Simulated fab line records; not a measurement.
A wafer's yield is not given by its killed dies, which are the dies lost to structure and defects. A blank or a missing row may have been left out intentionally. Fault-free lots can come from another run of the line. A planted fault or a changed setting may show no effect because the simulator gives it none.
fab line records	flow n5-finfet
[record] lots = 9	wafers = 27	last-day = 18
route steps=1938 shown FIN_SAQP@137 BEOL_M4@1111 PASSIVATION@1936
lots that met no fault: from a run of the same line without faults
start-h: hours from the record's first day to the start of the lot's first wafer shown	wait-h: hours from the lot's prior step to this one	" as in the row above	L1.1+2: several wafers, shown together as one row	- no value, or no start given	* or withheld: withheld	< > ~ a bound
route shown NAME@n: a module of which the file shows steps, and the number in the route of the first	usual: average and standard deviation across the fault-free wafers	same: alike in all rows	chamber/n: place in a boat	sites: readings site by site	_std_site: the standard deviation of these	_edge_site: the outer-site mean with the inner-site mean subtracted	radius-mm: how far each site lies from the wafer's centre	mask NAME#n: copy n	behind: the most recent tool/chamber to have shaped the wafer	hold: what put the lot on hold/how long, in hours/how the hold closed	device: names the non-switching transistor (n, p or np)	end of line: the route-end tests of the same wafers	where a step has no rows: the recipe by itself	killed: dies that structure and defects cost at the first sort, which is not the same as the wafer's yield	map: a wafer's dies, marking killed ones x, the rest . and places with no die _
set.NAME: setting as actually run; set.NAME@STEP: the setting as run at that earlier step	model.NAME: the simulator's own value behind a step, which no gauge read
one table for each step of the route and one row for each wafer, over a sample of lots
services: a tool's chamber out of use, with start hour (start-h, from the record's first day; less than 0 if before it), hours out, and reason
[[steps]]
[step N5_FIN_SAQP_RECESS_71]
[recipe] chemistry = HF/NH3	target = SiO2	target-depth-a = 30	afs-cycles = 1	temp-c = 30	sublimation-temp-c = 180	sublimation-time-s = 60
[usual] drypump-motor-current-A = 6.1/0.34
[same] afs-cycles = 1
lot.wafer	tool	chamber	start-h	wait-h	drypump-motor-current-A
L678.1	vapor-etch-02	0	24.95	0.0	6.4
L678.2	"	1	"	"	5.9
L678.5	"	1	"	"	5.9
L680.3	vapor-etch-01	1	36.70	0.1	6.4
L680.4	"	0	"	"	5.5
L680.6	"	1	"	"	6.4
L685.3	vapor-etch-01	1	69.47	0.1	6.5
L685.5	"	0	"	"	5.6
L685.6	"	1	"	"	6.4
L687.2	vapor-etch-01	1	81.45	0.0	6.4
L687.5	"	1	"	"	6.4
L687.6	"	0	"	"	5.5
L688.1	vapor-etch-02	1	85.57	0.4	5.9
L688.3	"	0	"	"	6.4
L688.6	"	1	"	"	5.9
L697.1	vapor-etch-01	0	139.29	0.0	5.5
L697.3	"	0	"	"	5.5
L697.4	"	1	"	"	6.4
L698.1	vapor-etch-02	0	146.94	0.0	6.4
L698.5	"	0	"	"	6.4
L698.6	"	1	"	"	5.9
L700.1	vapor-etch-01	0	156.72	0.0	5.6
L700.2	"	1	"	"	6.4
L700.3	"	1	"	"	6.4
L701.1	vapor-etch-01	0	163.05	0.0	5.6
L701.2	"	1	"	"	6.4
L701.4	"	1	"	"	6.4
[step N5_FIN_SAQP_SPACER2_ALD_28]
[recipe] material = SiO2	target-thk-a = 81	temp-c = 300	ald-precursor-family = BDEAS	ald-co-reactant = O2-plasma	pulse-time-s = 1	purge-time-s = 2	co-reactant-purge-time-s = 2	pressure-torr = 2
[usual] chamber-pressure-Torr = 2.000/0.0046	co-reactant-purge-time-s = 2/0	heater-power-w = 477/40	precursor-pulse-height-rel = 0.998/0.019
lot.wafer	tool	chamber	start-h	wait-h	chamber-pressure-Torr	co-reactant-purge-time-s	heater-power-w	precursor-pulse-height-rel
L678.1	ald-sin-03	1	25.10	0.1	2.013	2	458	0.970
L678.2	"	0	"	"	2.006	2	499	0.997
L678.5	"	2	"	"	2.002	2	478	0.990
L680.3	ald-sin-03	0	36.80	0.1	1.997	2	486	1.009
L680.4	"	1	"	"	2.003	2	474	0.992
L680.6	"	1	"	"	1.998	2	459	1.003
L685.3	ald-sin-03	2	69.57	0.1	1.990	2	492	0.996
L685.5	"	0	"	"	2.015	2	488	1.015
L685.6	"	1	"	"	1.997	2	457	1.008
L687.2	ald-sin-03	0	81.59	0.1	-	-	-	-
L687.5	"	1	"	"	-	-	-	-
L687.6	"	0	"	"	-	-	-	-
L688.1	ald-sin-01	1	85.71	0.1	-	-	-	-
L688.3	"	2	"	"	-	-	-	-
L688.6	"	0	"	"	-	-	-	-
L697.1	ald-sin-01	3	139.43	0.1	1.991	2	520	0.986
L697.3	"	2	"	"	2.008	2	534	0.989
L697.4	"	1	"	"	2.001	2	434	1.028
L698.1	ald-sin-03	0	147.51	0.5	2.002	2	492	0.971
L698.5	"	1	"	"	1.997	2	455	1.033
L698.6	"	2	"	"	2.006	2	489	1.005
L700.1	ald-sin-01	0	156.86	0.1	2.007	2	444	0.984
L700.2	"	2	"	"	1.997	2	519	0.994
L700.3	"	1	"	"	2.001	2	436	1.003
L701.1	ald-sin-01	0	163.19	0.1	2.004	2	461	0.967
L701.2	"	2	"	"	1.997	2	538	0.997
L701.4	"	2	"	"	1.998	2	536	1.012
[step N5_FIN_SAQP_MANDREL2_REMOVE_60]
[recipe] chemistry = HBr/Cl2/O2	bt-time-s = 10	target = a-Si	stop-on = SiNx	endpoint = OES-SiCl	over-etch-frac = 1	icp-w = 600	bias-w = 22	HBr_flow_sccm = 150	Cl2_flow_sccm = 80	O2_flow_sccm = 5	pressure-mtorr = 10
[usual] drypump-motor-current-A = 5.4/0.43	oes-product-au = 0.997/0.017	throttle-valve-pct = 36.81/0.27
[same] bt-time-s = 10	over-etch-frac = 1
lot.wafer	tool	chamber	start-h	wait-h	drypump-motor-current-A	oes-product-au	rf-hours-counter-h	throttle-valve-pct
L678.1	rie-si-03	3	25.51	0.1	5.4	1.002	38	36.67
L678.2	"	1	"	"	5.4	1.000	38	37.16
L678.5	"	0	"	"	5.0	0.961	-	36.36
L680.3	rie-si-03	0	37.21	0.1	5.0	0.967	102	36.38
L680.4	"	2	"	"	4.8	1.000	25	36.78
L680.6	"	2	"	"	4.8	1.002	-	36.79
L685.3	rie-si-01	1	70.09	0.1	6.3	1.017	76	36.94
L685.5	"	2	"	"	5.6	1.009	-	37.18
L685.6	"	1	"	"	6.2	1.024	-	36.95
L687.2	rie-si-04	3	82.21	0.1	5.1	0.980	3	36.85
L687.5	"	2	"	"	5.0	0.987	-	36.88
L687.6	"	1	"	"	5.5	0.992	-	36.71
L688.1	rie-si-01	1	86.12	0.1	6.3	1.021	76	36.94
L688.3	"	0	"	"	5.8	1.024	105	36.98
L688.6	"	1	"	"	6.3	1.028	-	36.95
L697.1	rie-si-03	2	139.85	0.1	4.9	0.998	27	36.77
L697.3	"	1	"	"	5.3	0.996	41	37.15
L697.4	"	3	"	"	5.4	0.997	40	36.65
L698.1	rie-si-01	1	148.03	0.1	6.2	1.023	77	36.96
L698.5	"	2	"	"	5.6	1.016	-	37.18
L698.6	"	1	"	"	6.2	1.028	-	36.94
L700.1	rie-si-01	0	157.38	0.1	5.8	1.015	106	36.99
L700.2	"	3	"	"	6.0	0.978	55	36.50
L700.3	"	1	"	"	6.3	1.008	78	36.94
L701.1	rie-si-01	2	163.60	0.1	5.6	1.012	172	37.18
L701.2	"	1	"	"	6.3	1.022	78	36.95
L701.4	"	3	"	"	6.0	0.986	55	36.52
[step N5_FIN_SAQP_CD_MEAS_31]
[recipe] target-cd-nm = 8	landing-energy-ev = 1000	detector = se-inlens	polarity = line
[usual] cd-nm = 8.07/0.23
lot.wafer	tool	chamber	start-h	wait-h	cd-nm
L678.1	cd-sem-02	0	25.62	0.1	7.93
L678.2	"	0	"	"	7.80
L678.5	"	0	"	"	7.97
L680.3	cd-sem-03	0	37.33	0.1	8.10
L680.4	"	0	"	"	8.24
L680.6	"	0	"	"	8.09
L685.3	cd-sem-02	0	70.21	0.1	8.28
L685.5	"	0	"	"	8.64
L685.6	"	0	"	"	8.02
L687.2	cd-sem-01	0	82.32	0.1	-
L687.5	"	0	"	"	-
L687.6	"	0	"	"	-
L688.1	cd-sem-03	0	86.23	0.1	-
L688.3	"	0	"	"	-
L688.6	"	0	"	"	-
L697.1	cd-sem-03	0	139.96	0.1	7.69
L697.3	"	0	"	"	7.94
L697.4	"	0	"	"	8.23
L698.1	cd-sem-02	0	148.14	0.1	7.50
L698.5	"	0	"	"	7.91
L698.6	"	0	"	"	8.20
L700.1	cd-sem-01	0	157.49	0.1	8.27
L700.2	"	0	"	"	8.17
L700.3	"	0	"	"	8.05
L701.1	cd-sem-01	0	163.71	0.1	7.74
L701.2	"	0	"	"	7.95
L701.4	"	0	"	"	7.73
[step N5_FIN_SAQP_STRIP_77]
[recipe] chemistry = N2/H2	time-s = 90	power-w = 100	temp-c = 40	pressure-mtorr = 100	rf-frequency-hz = 6e+07	bias-power-w = 3	n2-flow-sccm = 300	h2-flow-sccm = 300
[usual] bias-power-w = 3.001/0.0095	drypump-motor-current-A = 5.6/0.51	oes-product-au = 0.74/0.063	rf-vpp-V = 45.3/0.98	showerhead-plenum-p-Torr = 3.34/0.039	throttle-valve-pct = 12.32/0.24
[same] time-s = 90
lot.wafer	tool	chamber	start-h	wait-h	bias-power-w	drypump-motor-current-A	oes-product-au	rf-hours-counter-h	rf-vpp-V	showerhead-plenum-p-Torr	throttle-valve-pct
L678.1	rie-diel-01	2	25.76	0.0	2.997	5.7	0.70	204	44.5	3.35	12.53
L678.2	"	1	"	"	2.986	5.7	0.72	187	45.4	3.36	12.35
L678.5	"	0	"	"	2.989	6.5	0.69	-	44.7	3.34	12.26
L680.3	rie-diel-01	3	37.46	0.0	2.994	4.8	0.78	137	45.2	3.38	12.35
L680.4	"	1	"	"	3.008	5.8	0.71	-	43.9	3.35	12.34
L680.6	"	3	"	"	2.989	4.8	0.78	-	45.1	3.38	12.36
L685.3	rie-diel-05	2	70.50	0.0	2.994	5.1	0.75	133	45.5	3.26	12.25
L685.5	"	3	"	"	2.984	5.8	0.73	-	44.6	3.35	12.53
L685.6	"	2	"	"	2.996	5.2	0.76	-	45.2	3.26	12.25
L687.2	rie-diel-01	2	82.65	0.0	2.987	5.7	0.69	228	45.8	3.34	12.60
L687.5	"	1	"	"	3.016	5.8	0.70	-	47.3	3.34	12.40
L687.6	"	0	"	"	2.990	6.5	0.94	-	44.0	3.33	11.65
L688.1	rie-diel-01	1	86.37	0.0	2.999	5.7	0.71	212	45.3	3.34	12.38
L688.3	"	0	"	"	3.005	6.5	0.93	12	45.3	3.33	11.68
L688.6	"	1	"	"	3.011	5.7	0.70	-	45.4	3.34	12.39
L697.1	rie-diel-05	2	140.10	0.0	2.996	5.2	0.73	159	45.7	3.25	12.29
L697.3	"	3	"	"	3.009	5.8	0.71	199	46.4	3.34	12.57
L697.4	"	1	"	"	3.003	6.0	0.71	240	45.2	3.31	12.31
L698.1	rie-diel-02	2	148.47	0.0	3.013	5.9	0.74	161	46.0	3.37	12.58
L698.5	"	3	"	"	3.004	6.1	0.77	-	45.6	3.40	12.10
L698.6	"	2	"	"	2.997	5.9	0.75	-	46.7	3.37	12.59
L700.1	rie-diel-05	1	157.76	0.0	3.000	6.0	0.71	247	48.0	3.31	12.32
L700.2	"	2	"	"	2.996	5.1	0.73	166	44.5	3.24	12.33
L700.3	"	3	"	"	2.997	5.8	0.72	206	44.7	3.34	12.61
L701.1	rie-diel-05	3	163.85	0.0	2.998	5.7	0.72	207	43.7	3.34	12.60
L701.2	"	0	"	"	3.010	5.1	0.69	225	46.7	3.34	12.31
L701.4	"	2	"	"	2.999	5.2	0.73	167	44.9	3.24	12.35
[step N5_BEOL_M4_RC_MEAS_101]
[usual] DIBL_N = 36.5/1.4	DIBL_P = 36.5/1.6	IOFF_N = 0.163/0.022	IOFF_P = 0.219/0.029	ION_N = 675/8.3	ION_P = 464/6.2	SS_N = 71.5/0.52	SS_P = 73.4/0.57	VT_N = 249.7/2.6	VT_P = -250/3
lot.wafer	tool	chamber	start-h	wait-h	DIBL_N[mV/V]	DIBL_P[mV/V]	IOFF_N[nA/um]	IOFF_P[nA/um]	ION_N[uA/um]	ION_P[uA/um]	SS_N[mV/dec]	SS_P[mV/dec]	VT_N[mV]	VT_P[mV]
L678.1	prober-02	0	164.98	0.4	35.8	35.3	0.140	0.185	661	459	71.2	72.5	250.8	-250
L678.2	"	0	"	"	38.3	37.5	0.177	0.224	671	462	72.1	73.1	248.6	-247
L678.5	"	0	"	"	36.7	37.0	0.152	0.201	670	465	71.2	72.9	249.0	-249
L680.3	prober-01	0	183.48	0.3	37.4	38.1	0.189	0.216	673	455	72.7	73.7	247.7	-251
L680.4	"	0	"	"	34.2	34.8	0.134	0.174	666	453	71.4	73.3	251.4	-255
L680.6	"	0	"	"	36.5	38.0	0.174	0.213	676	461	72.3	73.4	250.6	-251
L685.3	prober-01	0	213.32	0.3	36.9	36.2	0.172	0.197	666	454	72.1	73.3	251.5	-250
L685.5	"	0	"	"	35.8	35.2	0.154	0.188	666	454	70.6	73.4	250.5	-251
L685.6	"	0	"	"	36.2	36.4	0.173	0.200	682	462	71.4	73.0	249.3	-251
L697.1	prober-02	0	285.77	0.0	37.2	37.0	0.176	0.219	682	461	71.7	73.5	249.3	-250
L697.3	"	0	"	"	37.7	38.1	0.195	0.232	694	469	71.5	73.2	247.1	-251
L697.4	"	0	"	"	38.3	38.3	0.203	0.244	682	465	71.7	73.7	246.3	-250
L698.1	prober-02	0	290.68	0.0	38.5	38.0	0.175	0.240	681	464	71.3	74.3	250.5	-247
L698.5	"	0	"	"	38.7	37.9	0.184	0.244	666	460	71.4	74.3	248.6	-248
L698.6	"	0	"	"	38.1	37.6	0.174	0.248	685	471	71.4	74.0	247.6	-247
L700.1	prober-02	0	310.36	0.0	35.7	37.9	0.170	0.230	681	472	72.5	73.4	250.1	-248
L700.2	"	0	"	"	33.3	34.6	0.127	0.184	675	467	71.0	72.6	252.1	-251
L700.3	"	0	"	"	35.0	36.6	0.151	0.217	675	465	71.1	73.3	250.0	-249
L701.1	prober-02	0	316.72	0.0	36.6	35.7	0.149	0.218	661	460	71.8	73.4	251.6	-250
L701.2	"	0	"	"	37.2	36.7	0.164	0.243	665	458	72.8	73.9	250.0	-248
L701.4	"	0	"	"	34.9	33.8	0.132	0.196	667	467	71.7	72.7	254.0	-251
[step N5_PASSIVATION_PROBE_49]
[usual] defect-limited-yield = 91.2/1.6	killed_at_M0_to_M3 = 33/11	killed_at_M4_up = 15/6.2	killed-at-contacts = 15/7.1	killed-at-front-end = 38/12	killed-at-other = 4/3.5	killed-dies = 104/19	killed-on-rim = 14/4	killed-open = 69/14	killed-short = 34/8.5	sort_bin_5_function = 5.2/0.99	sort_bin_6_memory = 3.3/0.77	sort-n-pass = 1076/19	sort-yield-pct = 91.2/1.6
[same] gross-dies = 1180	killed-at-back-side = 0	sort_bin_4_leakage[%] = 0	sort_bin_8_speed[%] = 0
lot.wafer	tool	chamber	start-h	wait-h	defect-limited-yield[%]	killed_at_M0_to_M3	killed_at_M4_up	killed-at-contacts	killed-at-front-end	killed-at-other	killed-dies	killed-on-rim	killed-open	killed-short	sort_bin_5_function[%]	sort_bin_6_memory[%]	sort-n-pass	sort-yield-pct[%]
L678.1	prober-02	-	264.78	0.0	92.4	21	9	7	49	4	90	16	59	30	4.6	2.8	1090	92.4
L678.2	prober-02	-	264.83	0.1	90.3	42	6	19	36	11	114	9	74	39	5.3	3.9	1066	90.3
L678.5	prober-02	-	264.98	0.2	90.8	44	11	10	39	5	109	12	75	34	6.1	3.0	1071	90.8
L680.3	prober-01	-	288.24	0.1	93.0	11	12	18	40	2	83	12	51	31	4.1	2.7	1097	93.0
L680.4	prober-01	-	288.29	0.2	94.2	24	5	9	28	2	68	13	42	26	3.2	2.4	1112	94.2
L680.6	prober-01	-	288.39	0.3	91.0	22	26	20	36	2	106	16	69	34	5.0	3.7	1074	91.0
L685.3	prober-01	-	316.00	0.1	92.9	38	16	6	24	0	84	11	60	22	4.6	2.5	1096	92.9
L685.5	prober-01	-	316.10	0.2	92.6	21	12	17	37	0	87	9	53	31	4.4	2.6	1093	92.6
L685.6	prober-01	-	316.15	0.3	94.2	10	13	6	37	2	68	11	39	27	3.8	1.9	1112	94.2
L688.1	prober-02	-	343.01	0.0	0	11	2	0	1167	0	1180	152	15	4	71.9	3.4	0	0
L688.3	prober-02	-	343.11	0.1	0	7	1	0	1171	1	1180	152	7	9	73.0	3.1	0	0
L688.6	prober-02	-	343.26	0.3	0	7	2	1	1169	1	1180	152	10	4	74.4	2.9	0	0
L687.2	prober-01	-	343.91	0.1	0	6	2	2	1170	0	1180	152	10	5	74.7	3.3	0	0
L687.5	prober-01	-	344.06	0.2	0	7	4	7	1162	0	1180	152	16	6	73.5	3.3	0	0
L687.6	prober-01	-	344.11	0.3	0	6	9	1	1163	1	1180	152	10	11	72.7	2.6	0	0
L697.1	prober-02	-	387.40	0.0	91.3	28	9	7	49	10	103	8	63	40	4.5	3.8	1077	91.3
L697.3	prober-02	-	387.50	0.1	93.0	24	13	14	26	6	83	12	55	25	4.4	2.5	1097	93.0
L697.4	prober-02	-	387.55	0.2	92.3	20	16	10	43	2	91	18	48	34	4.1	3.0	1089	92.3
L698.1	prober-01	-	398.80	0.0	90.5	49	14	14	29	6	112	16	79	31	5.8	3.6	1068	90.5
L698.5	prober-01	-	399.00	0.2	91.9	43	19	10	20	4	96	13	69	26	4.7	3.2	1084	91.9
L698.6	prober-01	-	399.05	0.3	90.8	42	26	13	26	1	108	14	79	26	4.7	4.2	1072	90.8
L700.1	prober-02	-	416.80	0.0	91.5	39	11	24	24	2	100	15	72	25	4.2	4.2	1080	91.5
L700.2	prober-02	-	416.85	0.1	88.7	45	18	29	36	5	133	16	86	47	6.4	4.4	1047	88.7
L700.3	prober-02	-	416.90	0.1	89.3	26	16	18	58	8	126	15	90	36	6.2	4.2	1054	89.3
L701.1	prober-01	-	420.58	0.0	91.9	37	8	16	34	1	96	11	65	29	5.3	2.5	1084	91.9
L701.2	prober-01	-	420.63	0.1	90.5	24	11	26	51	0	112	14	73	38	5.8	3.6	1068	90.5
L701.4	prober-01	-	420.73	0.2	89.5	39	8	33	41	3	124	17	81	42	6.4	3.6	1056	89.5
// killed by level:class
L678.1 STI_FIN_REVEAL:geometric-particle:open=13 FIN_SAQP:geometric-particle:open=12 BEOL_M0_SAQP:geometric-particle:short=7 MOL_CONTACT_COAG:geometric-particle:open=6 STARTING-WAFER:geometric-particle:open=5 FIN_SAQP:geometric-particle:short=4 DUMMY_GATE:geometric-particle:open=4 BEOL_M4:geometric-particle:open=3
L678.2 MOL_CONTACT_COAG:geometric-particle:open=17 BEOL_M0_SAQP:geometric-particle:short=13 BEOL_M1:geometric-particle:open=10 BEOL_M0_SAQP:geometric-particle:open=9 FIN_SAQP:geometric-particle:open=7 DUMMY_GATE:geometric-particle:open=6 FIN_SAQP:geometric-particle:short=4 STI_FIN_REVEAL:geometric-particle:open=4
L678.5 BEOL_M3:geometric-particle:open=11 BEOL_M0_SAQP:geometric-particle:open=11 BEOL_M0_SAQP:geometric-particle:short=10 FIN_SAQP:geometric-particle:open=9 FIN_SAQP:geometric-particle:short=7 DUMMY_GATE:geometric-particle:open=7 MOL_CONTACT_COAG:geometric-particle:open=7 BEOL_M4:geometric-particle:open=5
L680.3 FIN_SAQP:geometric-particle:short=15 MOL_CONTACT_COAG:geometric-particle:open=13 FIN_SAQP:geometric-particle:open=9 BEOL_M4:geometric-particle:open=7 MOL_CONTACT_COAG:geometric-particle:short=5 BEOL_M1:geometric-particle:open=5 DUMMY_GATE:geometric-particle:open=3 STI_FIN_REVEAL:geometric-particle:open=3
L680.4 FIN_SAQP:geometric-particle:short=9 BEOL_M3:geometric-particle:open=8 MOL_CONTACT_COAG:geometric-particle:open=8 FIN_SAQP:geometric-particle:open=5 BEOL_M0_SAQP:geometric-particle:short=5 BEOL_M1:geometric-particle:open=3 BEOL_M0_SAQP:geometric-particle:open=3 BEOL_M4:geometric-particle:open=3
L680.6 MOL_CONTACT_COAG:geometric-particle:open=17 FIN_SAQP:geometric-particle:open=14 BEOL_M0_SAQP:geometric-particle:short=9 BEOL_M4:geometric-particle:open=9 FIN_SAQP:geometric-particle:short=7 BEOL_M0_SAQP:geometric-particle:open=7 STI_FIN_REVEAL:geometric-particle:open=4 BEOL_M1:geometric-particle:open=4
L685.3 BEOL_M1:geometric-particle:open=10 BEOL_M0_SAQP:geometric-particle:open=8 BEOL_M2:geometric-particle:open=7 MOL_CONTACT_COAG:geometric-particle:open=6 BEOL_M0_SAQP:geometric-particle:short=5 GATE_CUT:geometric-particle:open=4 FIN_SAQP:geometric-particle:open=3 STI_FIN_REVEAL:geometric-particle:open=3
L685.5 MOL_CONTACT_COAG:geometric-particle:open=13 STARTING-WAFER:geometric-particle:open=7 FIN_SAQP:geometric-particle:open=6 GATE_CUT:geometric-particle:short=6 STARTING-WAFER:geometric-particle:short=5 GATE_CUT:geometric-particle:open=4 MOL_CONTACT_COAG:geometric-particle:short=4 BEOL_M0_SAQP:geometric-particle:open=4
L685.6 STI_FIN_REVEAL:geometric-particle:open=9 FIN_SAQP:geometric-particle:short=7 MOL_CONTACT_COAG:geometric-particle:open=5 BEOL_M4:geometric-particle:short=5 GATE_CUT:geometric-particle:short=4 GATE_CUT:geometric-particle:open=4 BEOL_M0_SAQP:geometric-particle:short=4 STI_FIN_REVEAL:geometric-particle:short=3
L688.1 FIN_SAQP:lost-pattern=1159 BEOL_M3:geometric-particle:open=4 STI_FIN_REVEAL:geometric-particle:open=3 BEOL_M0_SAQP:geometric-particle:short=2 BEOL_M0_SAQP:geometric-particle:open=2 BEOL_M2:geometric-particle:open=2 FIN_SAQP:area-ald=2 GATE_CUT:geometric-particle:short=1
L688.3 FIN_SAQP:lost-pattern=1159 FIN_SAQP:area-ald=5 GATE_CUT:geometric-particle:short=2 GATE_CUT:geometric-particle:open=2 BEOL_M0_SAQP:geometric-particle:short=2 BEOL_M0_SAQP:geometric-particle:open=2 BEOL_M2:geometric-particle:short=2 FIN_SAQP:geometric-particle:open=1
L688.6 FIN_SAQP:lost-pattern=1163 BEOL_M0_SAQP:geometric-particle:open=4 FIN_SAQP:area-ald=3 SPACER0:geometric-particle:short=1 GATE_CUT:geometric-particle:open=1 MOL_CONTACT_COAG:geometric-particle:open=1 BEOL_M0_SAQP:geometric-particle:short=1 BEOL_M4:geometric-particle:open=1
L687.2 FIN_SAQP:lost-pattern=1160 FIN_SAQP:area-ald=5 BEOL_M2:geometric-particle:open=3 GATE_CUT:geometric-particle:short=2 MOL_CONTACT_COAG:geometric-particle:short=2 FIN_SAQP:geometric-particle:open=1 STI_FIN_REVEAL:geometric-particle:open=1 GATE_CUT:geometric-particle:open=1
L687.5 FIN_SAQP:lost-pattern=1153 MOL_CONTACT_COAG:geometric-particle:open=5 FIN_SAQP:area-ald=4 MOL_CONTACT_COAG:geometric-particle:short=2 BEOL_M0_SAQP:geometric-particle:short=2 BEOL_M2:geometric-particle:open=2 BEOL_M4:geometric-particle:open=2 FIN_SAQP:geometric-particle:open=1
L687.6 FIN_SAQP:lost-pattern=1150 FIN_SAQP:area-ald=8 GATE_CUT:geometric-particle:short=3 BEOL_M0_SAQP:geometric-particle:open=3 BEOL_M4:geometric-particle:short=3 BEOL_M0_SAQP:geometric-particle:short=2 BEOL_M4:geometric-particle:open=2 DUMMY_GATE:geometric-particle:open=1
L697.1 STI_FIN_REVEAL:geometric-particle:open=15 FIN_SAQP:geometric-particle:short=11 FIN_SAQP:geometric-particle:open=7 BEOL_M2:geometric-particle:open=7 BEOL_M1:geometric-particle:open=6 BEOL_M0_SAQP:geometric-particle:open=5 MOL_CONTACT_COAG:geometric-particle:open=4 BEOL_M0_SAQP:geometric-particle:short=4
L697.3 MOL_CONTACT_COAG:geometric-particle:open=10 STI_FIN_REVEAL:geometric-particle:open=6 BEOL_M0_SAQP:geometric-particle:open=6 FIN_SAQP:geometric-particle:open=5 DUMMY_GATE:geometric-particle:open=5 BEOL_M1:geometric-particle:open=5 BEOL_M5:geometric-particle:short=4 GATE_CUT:geometric-particle:short=4
L697.4 STI_FIN_REVEAL:geometric-particle:open=8 MOL_CONTACT_COAG:geometric-particle:open=8 BEOL_M0_SAQP:geometric-particle:short=7 FIN_SAQP:geometric-particle:short=6 BEOL_M5:geometric-particle:open=6 DUMMY_GATE:geometric-particle:open=5 HKMG_FIN:area-etch=5 GATE_CUT:geometric-particle:short=4
L698.1 BEOL_M3:geometric-particle:open=13 MOL_CONTACT_COAG:geometric-particle:open=12 BEOL_M2:geometric-particle:open=11 BEOL_M1:geometric-particle:open=9 BEOL_M4:geometric-particle:open=7 BEOL_M0:geometric-particle:open=6 BEOL_M2:geometric-particle:short=6 FIN_SAQP:geometric-particle:open=5
L698.5 BEOL_M2:geometric-particle:open=12 BEOL_M3:geometric-particle:open=9 MOL_CONTACT_COAG:geometric-particle:open=8 BEOL_M0_SAQP:geometric-particle:open=7 BEOL_M4:geometric-particle:open=7 BEOL_M0_SAQP:geometric-particle:short=4 BEOL_M1:geometric-particle:open=4 BEOL_M4:geometric-particle:short=4
L698.6 BEOL_M1:geometric-particle:open=19 BEOL_M4:geometric-particle:open=13 MOL_CONTACT_COAG:geometric-particle:open=10 STI_FIN_REVEAL:geometric-particle:open=6 BEOL_M3:geometric-particle:open=5 DUMMY_GATE:geometric-particle:open=4 BEOL_M0_SAQP:geometric-particle:open=4 STI_FIN_REVEAL:geometric-particle:short=3
L700.1 MOL_CONTACT_COAG:geometric-particle:open=19 BEOL_M2:geometric-particle:open=11 BEOL_M1:geometric-particle:open=8 BEOL_M3:geometric-particle:open=7 MOL_CONTACT_COAG:geometric-particle:short=5 STI_FIN_REVEAL:geometric-particle:open=4 STI_FIN_REVEAL:geometric-particle:short=4 FIN_SAQP:geometric-particle:open=3
L700.2 MOL_CONTACT_COAG:geometric-particle:open=19 FIN_SAQP:geometric-particle:open=13 BEOL_M0_SAQP:geometric-particle:short=11 MOL_CONTACT_COAG:geometric-particle:short=10 BEOL_M4:geometric-particle:open=8 BEOL_M0_SAQP:geometric-particle:open=7 BEOL_M2:geometric-particle:open=7 BEOL_M3:geometric-particle:open=7
L700.3 FIN_SAQP:geometric-particle:open=15 STI_FIN_REVEAL:geometric-particle:open=14 MOL_CONTACT_COAG:geometric-particle:open=13 BEOL_M4:geometric-particle:open=10 FIN_SAQP:geometric-particle:short=9 BEOL_M0_SAQP:geometric-particle:open=8 PASS1_CAP:geometric-particle:open=6 BEOL_M0_SAQP:geometric-particle:short=6
L701.1 MOL_CONTACT_COAG:geometric-particle:open=12 BEOL_M0_SAQP:geometric-particle:short=10 DUMMY_GATE:geometric-particle:open=9 BEOL_M2:geometric-particle:open=7 FIN_SAQP:geometric-particle:open=6 BEOL_M3:geometric-particle:open=6 FIN_SAQP:geometric-particle:short=5 STI_FIN_REVEAL:geometric-particle:open=4
L701.2 MOL_CONTACT_COAG:geometric-particle:open=19 DUMMY_GATE:geometric-particle:open=14 FIN_SAQP:geometric-particle:short=10 BEOL_M2:geometric-particle:open=8 MOL_CONTACT_COAG:geometric-particle:short=7 DUMMY_GATE:geometric-particle:short=6 FIN_SAQP:geometric-particle:open=5 BEOL_M4:geometric-particle:open=5
L701.4 MOL_CONTACT_COAG:geometric-particle:open=24 FIN_SAQP:geometric-particle:short=12 MOL_CONTACT_COAG:geometric-particle:short=9 BEOL_M0_SAQP:geometric-particle:open=9 FIN_SAQP:geometric-particle:open=8 BEOL_M2:geometric-particle:open=7 STI_FIN_REVEAL:geometric-particle:open=6 BEOL_M3:geometric-particle:open=5
[[services]]
tool	chamber	start-h	hours	kind
ald-sin-03	0	9.87	-	clean
ald-sin-03	1	9.87	-	clean
ald-sin-03	2	9.87	-	clean
ald-sin-03	3	9.87	-	clean
rie-si-03	1	14.87	5.1	repair
rie-si-04	2	21.02	3.9	repair
rie-si-03	1	21.40	1.2	repair
rie-si-03	1	26.77	3.2	repair
rie-diel-05	-	27.59	0.6	repair
rie-diel-01	0	32.52	-	clean
rie-diel-01	0	32.52	-	consumable-replace:focus-ring
rie-diel-05	1	35.20	6.2	repair
rie-diel-01	1	50.00	2.5	repair
rie-diel-02	-	55.82	15.6	pm
rie-diel-05	0	62.35	5.0	repair
rie-si-04	-	69.08	2.8	pm
ald-sin-01	-	81.84	0.7	repair
rie-diel-01	1	88.68	15.3	repair
rie-si-04	-	102.65	4.3	pm
rie-diel-01	1	126.77	8.7	repair
rie-diel-05	0	141.50	9.7	repair
rie-si-03	-	148.55	11.5	repair
rie-si-04	-	151.97	14.6	pm
ald-sin-01	3	157.56	52.7	repair
[[key]]
[first-sign] step = N5_FIN_SAQP_SPACER2_ALD_28	reading = tool-record	direction = missing
[effect] step = N5_FIN_SAQP_CD_MEAS_31	reading = cd-nm	direction = missing
[effect] step = N5_PASSIVATION_PROBE_49	reading = killed-at-front-end	direction = up	sigmas = 94	usual = 38	struck = 1167
met-at N5_FIN_SAQP_SPACER2_ALD_28
struck-lots L687,L688
later-rows-left-out L687.2,L687.5,L687.6,L688.1,L688.3,L688.6
not-acting-at N5_FIN_SAQP_RECESS_71,N5_FIN_SAQP_MANDREL2_REMOVE_60,N5_FIN_SAQP_STRIP_77
onset-between 69.57 81.59
[fault] kind = skipped-step-whole	tool = ald-sin-01,ald-sin-03	chamber = -	onset-h = 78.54	steps = N5_FIN_SAQP_SPACER2_ALD_28	scope = struck-lots-only
// later-rows-left-out: the simulator's readings of these wafers behind a module that went badly wrong aren't trusted and aren't shown, but for the sort
